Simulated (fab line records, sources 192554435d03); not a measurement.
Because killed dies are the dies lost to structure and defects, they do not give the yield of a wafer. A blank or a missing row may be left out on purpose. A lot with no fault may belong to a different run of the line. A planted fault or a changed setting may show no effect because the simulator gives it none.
Matching of chambers -- flow n5 finfet -- pecvd-01 running N5_BEOL_M6_ILD_DEP_00: 3 sister chambers
The step deposits SiCOH lowk from DEMS/porogen, target thk 179.75 nm, time 33.4 s. 6 wafers are shown with their chamber, then 8 later ones without.

EACH WAFER AND ITS CHAMBER
wafer,chamber,throttle valve pct (%),heater power w (W)
L078.1,1,13.2,364
L078.6,1,13.3,371
L085.2,0,14.9,308
L085.3,2,12.9,229
L085.6,0,14.9,304
L087.1,2,12.9,221

WAFERS WITH NO CHAMBER GIVEN
wafer,throttle valve pct (%),heater power w (W)
L087.2,15.2,262
L087.6,12.9,227
L094.1,13.2,354
L094.3,13.2,213
L094.4,13.2,348
L096.1,13.1,361
L096.5,14.9,258
L096.6,12.9,355

EACH ONE'S CHAMBER
wafer,from the rows above,in truth
L087.2,0,0
L087.6,2,2
L094.1,1,1
L094.3,2,2
L094.4,1,1
L096.1,1,1
L096.5,0,0
L096.6,1,1
8 of 8 placed correctly. Number that these rows cannot place: 0. Number placed wrongly: 0.
How it was worked out, from the rows above alone: a wafer's distance from a chamber is the root of the sum, over the readings, of the square of ((its reading less the chamber's mean) divided by the reading's scatter). If the next closest chamber is less than 2 further off than the closest, the wafer can't be placed; otherwise it belongs to the closest. For every chamber, the mean is computed from those of its wafers that are shown. How the scatter is found: for the shown wafers, subtract from each reading the mean of its chamber, square and add these, divide the total by (wafers less chambers), then take the root.
